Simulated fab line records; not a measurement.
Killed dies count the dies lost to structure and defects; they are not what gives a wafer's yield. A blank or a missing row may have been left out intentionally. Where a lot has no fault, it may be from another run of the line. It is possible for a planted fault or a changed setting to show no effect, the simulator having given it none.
fab line records -- flow n5Finfet
record lots=10, wafers=30, lastDay=18
route steps=1938 shown HKMG_FIN@413 BEOL_M4@1111
lots with no fault: from the same line, run without faults
startH: start of the lot's first displayed wafer, in hours after the record's first day -- waitH: how many hours have passed since the lot's step before this one -- " identical to the entry in the row above -- L1.1+2: a row that stands for several wafers -- - no value, or no start given -- * or withheld: withheld -- < > ~ a bound
route shown NAME@n: a module of which the file shows steps, and the number in the route of the first -- usual: mean/standard deviation of fault-free wafers -- same: alike in all rows -- chamber/n: place in a boat -- sites: the reading at each site -- _std_site: the standard deviation of these -- _edge_site: outer sites' mean less inner sites' -- radiusMm: for every site, how far away it sits from the centre of the wafer -- mask NAME#n: copy n -- behind: the most recent tool/chamber to have shaped the wafer -- hold: why the lot was held/for how many hours/how that ended -- device: the transistor (n, p or np) that didn't switch -- end of line: the same wafers' tests at the end of the route -- a step without rows: its recipe alone -- killed: count of dies lost to structure and defects at first sort (not the wafer's yield) -- map: the dies of a wafer, with x for killed, . for not killed, _ for no die there
set.NAME: the run value of the setting; set.NAME@STEP: its run value at that earlier step -- model.NAME: the simulator's own value behind a step, which no gauge read
route steps across a sampled set of lots; one table per step, one row per wafer
services: a tool's chamber out of use, with start hour (startH, from the record's first day; less than 0 if before it), hours out, and reason
## steps
# step N5_HKMG_FIN_CVD_62
# recipe material=a-Si, targetThkA=30, tempC=500, precursor=Si2H6, pressureTorr=1, timeS=20.8
# usual heaterPowerW=1351/130
lot.wafer,tool,chamber,startH,waitH,heaterPowerW
L753.1,thermalCvdSi-02,2,74.08,0.2,1384
L753.4,thermalCvdSi-02,1,74.08,0.2,1101
L753.5,thermalCvdSi-02,0,74.08,0.2,1472
L754.2,thermalCvdSi-01,0,78.63,0.2,1264
L754.4,thermalCvdSi-01,0,78.63,0.2,1258
L754.6,thermalCvdSi-01,1,78.63,0.2,1321
L755.1,thermalCvdSi-02,1,85.53,0.2,1117
L755.2,thermalCvdSi-02,2,85.53,0.2,1410
L755.4,thermalCvdSi-02,1,85.53,0.2,1116
L761.2,thermalCvdSi-02,1,125.56,0.2,1107
L761.4,thermalCvdSi-02,1,125.56,0.2,1116
L761.6,thermalCvdSi-02,0,125.56,0.2,1441
L762.1,thermalCvdSi-01,2,128.52,0.2,1437
L762.2,thermalCvdSi-01,0,128.52,0.2,1270
L762.3,thermalCvdSi-01,1,128.52,0.2,1363
L769.1,thermalCvdSi-02,1,169.96,0.2,1150
L769.3,thermalCvdSi-02,2,169.96,0.2,1428
L769.4,thermalCvdSi-02,0,169.96,0.2,1446
L770.2,thermalCvdSi-01,1,176.73,0.2,1355
L770.5,thermalCvdSi-01,1,176.73,0.2,1325
L770.6,thermalCvdSi-01,2,176.73,0.2,1477
L773.1,thermalCvdSi-02,2,193.08,0.2,1455
L773.5,thermalCvdSi-02,2,193.08,0.2,1429
L773.6,thermalCvdSi-02,0,193.08,0.2,1471
L775.1,thermalCvdSi-02,2,214.69,0.2,1441
L775.4,thermalCvdSi-02,0,214.69,0.2,1431
L775.5,thermalCvdSi-02,1,214.69,0.2,1139
L776.1,thermalCvdSi-02,2,218.21,0.2,1426
L776.3,thermalCvdSi-02,0,218.21,0.2,1459
L776.5,thermalCvdSi-02,0,218.21,0.2,1485
# step N5_HKMG_FIN_THK_MEAS_70
# recipe thkMeasGauge=xrf, reads=HfO2_of_HKMG_FIN_HK_ALD_01
# usual HK_THK=1.589/0.02
lot.wafer,tool,chamber,startH,waitH,HK_THK[nm]
L753.1,filmMetro-01,-,74.95,0.2,1.579
L753.4,filmMetro-01,-,74.95,0.2,1.580
L753.5,filmMetro-01,-,74.95,0.2,1.543
L754.2,filmMetro-01,-,79.31,0.2,1.586
L754.4,filmMetro-01,-,79.31,0.2,1.569
L754.6,filmMetro-01,-,79.31,0.2,1.583
L755.1,filmMetro-01,-,86.38,0.2,1.578
L755.2,filmMetro-01,-,86.38,0.2,1.599
L755.4,filmMetro-01,-,86.38,0.2,1.604
L761.2,filmMetro-01,-,126.24,0.2,1.585
L761.4,filmMetro-01,-,126.24,0.2,1.572
L761.6,filmMetro-01,-,126.24,0.2,1.588
L762.1,filmMetro-02,-,129.19,0.2,1.567
L762.2,filmMetro-02,-,129.19,0.2,1.569
L762.3,filmMetro-02,-,129.19,0.2,1.565
L769.1,filmMetro-01,-,170.82,0.2,1.606
L769.3,filmMetro-01,-,170.82,0.2,1.612
L769.4,filmMetro-01,-,170.82,0.2,1.614
L770.2,filmMetro-02,-,177.53,0.2,1.623
L770.5,filmMetro-02,-,177.53,0.2,1.615
L770.6,filmMetro-02,-,177.53,0.2,1.596
L773.1,filmMetro-02,-,194.00,0.2,1.554
L773.5,filmMetro-02,-,194.00,0.2,1.570
L773.6,filmMetro-02,-,194.00,0.2,1.600
L775.1,filmMetro-01,-,215.52,0.2,1.589
L775.4,filmMetro-01,-,215.52,0.2,1.576
L775.5,filmMetro-01,-,215.52,0.2,1.598
L776.1,filmMetro-02,-,218.99,0.2,1.602
L776.3,filmMetro-02,-,218.99,0.2,1.585
L776.5,filmMetro-02,-,218.99,0.2,1.608
# step N5_HKMG_FIN_PWFM_ALD_03
# recipe material=TiN, targetThkA=20, tempC=400, aldPrecursorFamily=TiCl4, aldCoReactant=NH3, pulseTimeS=1, purgeTimeS=3, coReactantPurgeTimeS=2, coReactantPulseTimeS=2, aldCycles=91, pressureTorr=3
# usual heaterPowerW=852/64, precursorPulseHeightRel=0.997/0.021
lot.wafer,tool,chamber,startH,waitH,heaterPowerW,precursorPulseHeightRel
L753.1,aldMetal-03,2,74.99,0.0,861,1.000
L753.4,aldMetal-03,0,74.99,0.0,903,1.024
L753.5,aldMetal-03,2,74.99,0.0,825,0.959
L754.2,aldMetal-03,0,79.34,0.0,915,1.007
L754.4,aldMetal-03,1,79.34,0.0,824,0.995
L754.6,aldMetal-03,0,79.34,0.0,928,0.997
L755.1,aldMetal-03,2,86.42,0.0,851,1.042
L755.2,aldMetal-03,3,86.42,0.0,769,1.013
L755.4,aldMetal-03,0,86.42,0.0,900,1.000
L761.2,aldMetal-04,3,126.27,0.0,896,1.019
L761.4,aldMetal-04,2,126.27,0.0,924,0.976
L761.6,aldMetal-04,0,126.27,0.0,868,1.016
L762.1,aldMetal-04,3,129.23,0.0,908,0.989
L762.2,aldMetal-04,0,129.23,0.0,874,0.992
L762.3,aldMetal-04,1,129.23,0.0,890,0.985
L769.1,aldMetal-02,3,170.86,0.0,750,1.011
L769.3,aldMetal-02,0,170.86,0.0,734,0.977
L769.4,aldMetal-02,2,170.86,0.0,914,0.987
L770.2,aldMetal-04,0,177.56,0.0,879,1.026
L770.5,aldMetal-04,3,177.56,0.0,898,0.995
L770.6,aldMetal-04,2,177.56,0.0,900,1.018
L773.1,aldMetal-02,3,194.03,0.0,758,1.008
L773.5,aldMetal-02,3,194.03,0.0,742,0.996
L773.6,aldMetal-02,2,194.03,0.0,913,0.973
L775.1,aldMetal-03,1,215.56,0.0,817,1.029
L775.4,aldMetal-03,2,215.56,0.0,859,0.964
L775.5,aldMetal-03,0,215.56,0.0,908,1.002
L776.1,aldMetal-02,1,219.03,0.0,906,1.013
L776.3,aldMetal-02,3,219.03,0.0,754,0.968
L776.5,aldMetal-02,0,219.03,0.0,738,1.011
# step N5_HKMG_FIN_ETCH_32
# recipe chemistry=N2/H2, target=SOC, targetDepthA=2400, tempC=40, timeS=300, ionEnergyEv=200, maskMaterial=SiARC, pressureMtorr=30, sourceW=840, biasW=150, n2FlowSccm=200, h2FlowSccm=200
# usual drypumpMotorCurrentA=5.6/0.43, oesProductAu=0.80/0.09, rfFwdPowerW=837.8/2.6, rfVppV=524.3/2.5, showerheadPlenumPTorr=2.56/0.088, throttleValvePct=17.87/0.25
lot.wafer,tool,chamber,startH,waitH,drypumpMotorCurrentA,oesProductAu,rfFwdPowerW,rfHoursCounterH,rfVppV,showerheadPlenumPTorr,throttleValvePct
L753.1,rieDiel-01,0,76.05,0.0,6.2,0.72,833.7,190,523.4,2.54,18.22
L753.4,rieDiel-01,1,76.05,0.0,5.6,0.72,836.8,189,523.8,2.52,17.92
L753.5,rieDiel-01,3,76.05,0.0,5.4,0.85,831.6,-,521.5,2.47,17.49
L754.2,rieDiel-06,1,80.23,0.0,6.2,0.92,842.6,10,530.2,2.72,17.88
L754.4,rieDiel-06,3,80.23,0.0,5.7,0.70,841.4,205,525.5,2.62,18.15
L754.6,rieDiel-06,1,80.23,0.0,6.3,0.93,839.5,-,529.4,2.72,17.88
L755.1,rieDiel-01,0,87.31,0.0,6.2,0.72,837.8,194,523.9,2.53,18.23
L755.2,rieDiel-01,1,87.31,0.0,5.6,0.71,840.7,192,523.8,2.52,17.91
L755.4,rieDiel-01,3,87.31,0.0,5.4,0.84,836.0,66,522.7,2.47,17.52
L761.2,rieDiel-01,2,127.29,0.0,5.3,0.79,840.4,98,521.9,2.46,17.72
L761.4,rieDiel-01,0,127.29,0.0,6.2,0.80,1039.1,207,487.6,2.53,18.26
L761.6,rieDiel-01,1,127.29,0.0,5.6,0.70,839.5,-,522.8,2.51,17.95
L762.1,rieDiel-01,0,130.37,0.0,6.2,0.80,1041.9,209,487.3,2.53,18.25
L762.2,rieDiel-01,3,130.37,0.0,5.4,0.82,842.1,80,523.9,2.47,17.53
L762.3,rieDiel-01,1,130.37,0.0,5.7,0.70,839.7,209,523.1,2.51,17.92
L769.1,rieDiel-06,1,171.89,0.0,6.2,0.87,844.9,39,528.7,2.70,17.94
L769.3,rieDiel-06,3,171.89,0.0,5.7,0.68,838.9,235,527.2,2.61,18.23
L769.4,rieDiel-06,0,171.89,0.0,4.8,0.86,839.3,59,527.7,2.68,17.85
L770.2,rieDiel-06,2,178.58,0.0,5.8,0.72,833.6,213,524.2,2.52,18.03
L770.5,rieDiel-06,2,178.58,0.0,5.8,0.71,831.6,-,523.4,2.52,18.03
L770.6,rieDiel-06,3,178.58,0.0,5.7,0.69,836.4,-,526.7,2.61,18.22
L773.1,rieDiel-06,1,194.93,0.0,6.2,0.86,840.1,45,527.8,2.70,17.95
L773.5,rieDiel-06,1,194.93,0.0,6.2,0.87,837.7,-,526.9,2.70,17.93
L773.6,rieDiel-06,3,194.93,0.0,5.7,0.68,838.9,-,527.3,2.61,18.21
L775.1,rieDiel-05,0,216.58,0.0,5.5,0.84,838.4,50,522.2,2.47,17.60
L775.4,rieDiel-05,1,216.58,0.0,6.1,0.89,837.8,31,526.1,2.58,17.56
L775.5,rieDiel-05,3,216.58,0.0,5.0,0.85,837.6,-,529.9,2.70,17.57
L776.1,rieDiel-05,1,219.93,0.0,6.1,0.89,839.2,32,526.9,2.58,17.55
L776.3,rieDiel-05,3,219.93,0.0,5.0,0.87,838.9,42,529.6,2.70,17.57
L776.5,rieDiel-05,2,219.93,0.0,5.7,0.85,839.0,-,520.6,2.46,18.01
# step N5_BEOL_M4_RC_MEAS_101
# usual DIBL_N=35.7/1.3, DIBL_P=35.4/1.8, IOFF_N=0.152/0.027, IOFF_P=0.20/0.034, ION_N=672/9.8, ION_P=461/7.5, SS_N=71.4/0.55, SS_P=73.1/0.61, VT_N=251/3.3, VT_P=-251/3.6
lot.wafer,tool,chamber,startH,waitH,DIBL_N[mV/V],DIBL_P[mV/V],IOFF_N[nA/um],IOFF_P[nA/um],ION_N[uA/um],ION_P[uA/um],SS_N[mV/dec],SS_P[mV/dec],VT_N[mV],VT_P[mV]
L753.1,prober-02,0,162.74,0.0,37.2,39.2,0.199,0.27,681,469,72.2,74.2,247,-244
L753.4,prober-02,0,162.74,0.0,35.0,38.2,0.160,0.24,672,465,71.1,73.9,248,-246
L753.5,prober-02,0,162.74,0.0,35.2,36.6,0.161,0.22,684,467,71.0,73.7,248,-247
L754.2,prober-01,0,167.97,0.2,34.0,32.5,0.114,0.16,661,457,70.3,72.7,255,-255
L754.4,prober-01,0,167.97,0.2,35.2,34.1,0.133,0.18,670,464,70.6,73.5,253,-251
L754.6,prober-01,0,167.97,0.2,34.4,34.2,0.126,0.18,659,452,71.3,73.0,255,-250
L755.1,prober-01,0,179.12,0.0,38.6,38.5,0.217,0.30,674,468,72.4,74.4,248,-244
L755.2,prober-01,0,179.12,0.0,34.7,32.9,0.139,0.21,671,463,71.0,72.9,251,-249
L755.4,prober-01,0,179.12,0.0,34.8,34.2,0.144,0.22,673,460,71.6,73.5,251,-248
L761.2,prober-02,0,218.47,0.6,33.7,32.3,0.114,0.16,666,458,70.7,72.2,256,-253
L761.4,prober-02,0,218.47,0.6,35.1,34.0,0.131,0.19,674,463,71.6,72.7,255,-253
L761.6,prober-02,0,218.47,0.6,33.6,32.7,0.112,0.17,666,467,72.0,72.5,255,-255
L762.1,prober-02,0,219.25,0.4,36.5,34.9,0.147,0.19,671,458,72.1,73.5,251,-248
L762.2,prober-02,0,219.25,0.4,37.6,35.7,0.154,0.21,669,459,71.6,73.0,250,-251
L762.3,prober-02,0,219.25,0.4,37.4,36.3,0.156,0.21,675,458,72.1,73.0,253,-249
L769.1,prober-01,0,261.82,0.0,35.0,34.7,0.129,0.19,657,458,71.1,73.4,253,-250
L769.3,prober-01,0,261.82,0.0,34.2,32.8,0.116,0.16,658,456,71.4,72.4,257,-252
L769.4,prober-01,0,261.82,0.0,34.6,33.7,0.115,0.17,653,453,70.1,72.1,256,-250
L770.2,prober-01,0,279.11,0.2,34.7,33.2,0.143,0.19,674,463,72.2,73.0,252,-249
L770.5,prober-01,0,279.11,0.2,33.4,31.7,0.122,0.17,666,462,71.8,73.3,254,-251
L770.6,prober-01,0,279.11,0.2,35.4,35.0,0.164,0.21,676,469,72.1,73.5,252,-249
L773.1,prober-02,0,281.59,0.6,33.4,34.1,0.116,0.15,656,451,71.0,72.4,256,-258
L773.5,prober-02,0,281.59,0.6,33.5,33.9,0.108,0.15,649,445,70.8,72.5,258,-256
L773.6,prober-02,0,281.59,0.6,36.0,36.6,0.151,0.18,663,452,71.3,73.1,251,-257
L775.1,prober-01,0,308.16,0.0,34.3,34.6,0.123,0.18,663,458,71.2,72.0,253,-252
L775.4,prober-01,0,308.16,0.0,36.4,36.6,0.150,0.20,673,464,71.5,73.5,250,-250
L775.5,prober-01,0,308.16,0.0,35.3,35.2,0.124,0.17,667,456,71.2,72.7,253,-251
L776.1,prober-02,0,318.48,0.0,34.8,33.5,0.121,0.19,674,459,70.5,73.0,254,-252
L776.3,prober-02,0,318.48,0.0,33.8,32.4,0.104,0.17,653,457,70.8,72.3,259,-253
L776.5,prober-02,0,318.48,0.0,35.4,34.7,0.132,0.20,668,467,71.3,73.0,252,-249
## services
tool,chamber,startH,hours,kind
rieDiel-05,0,54.38,-,clean
rieDiel-05,0,54.38,-,consumableReplace:focusRing
rieDiel-05,0,54.38,18.2,scheduledDown
rieDiel-05,0,54.38,18.2,ventCycle
rieDiel-05,3,77.97,4.6,repair
rieDiel-05,3,82.67,-,clean
rieDiel-05,3,82.67,-,consumableReplace:focusRing
rieDiel-05,3,82.67,-,consumableReplace:showerhead
rieDiel-05,3,82.67,23.6,scheduledDown
rieDiel-05,3,82.67,23.6,ventCycle
aldMetal-03,-,93.43,5.8,repair
rieDiel-05,1,106.24,-,clean
rieDiel-05,1,106.24,-,consumableReplace:focusRing
rieDiel-05,1,106.24,21.1,scheduledDown
rieDiel-05,1,106.24,21.1,ventCycle
rieDiel-06,0,149.96,9.6,repair
thermalCvdSi-01,0,150.63,7.7,repair
thermalCvdSi-02,1,157.32,10.7,repair
rieDiel-06,-,186.01,2.8,pm
aldMetal-03,3,188.01,4.7,repair
rieDiel-06,2,193.07,5.0,repair
aldMetal-02,-,211.10,0.3,repair
rieDiel-06,3,217.63,-,clean
rieDiel-06,3,217.63,-,consumableReplace:focusRing
## key
firstSign step=N5_HKMG_FIN_ETCH_32, reading=rfFwdPowerW, direction=up, sigmas=77, usual=*, struck=*
effect step=N5_HKMG_FIN_ETCH_32, reading=rfVppV, direction=down, sigmas=15, usual=524.3, struck=487.4
metAt N5_HKMG_FIN_ETCH_32
struckLots L761,L762
struckWafers L761.4,L762.1
notActingAt N5_HKMG_FIN_CVD_62,N5_HKMG_FIN_THK_MEAS_70,N5_HKMG_FIN_PWFM_ALD_03
onsetBetween 87.31 127.29
fault kind=processParameterDrift, tool=rieDiel-01, chamber=0, onsetH=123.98, steps=N5_HKMG_FIN_ETCH_32, channel=sourceW, offset=201.6, shape=step, endH=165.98, actsIn=theseRecipesOnly, stated=840
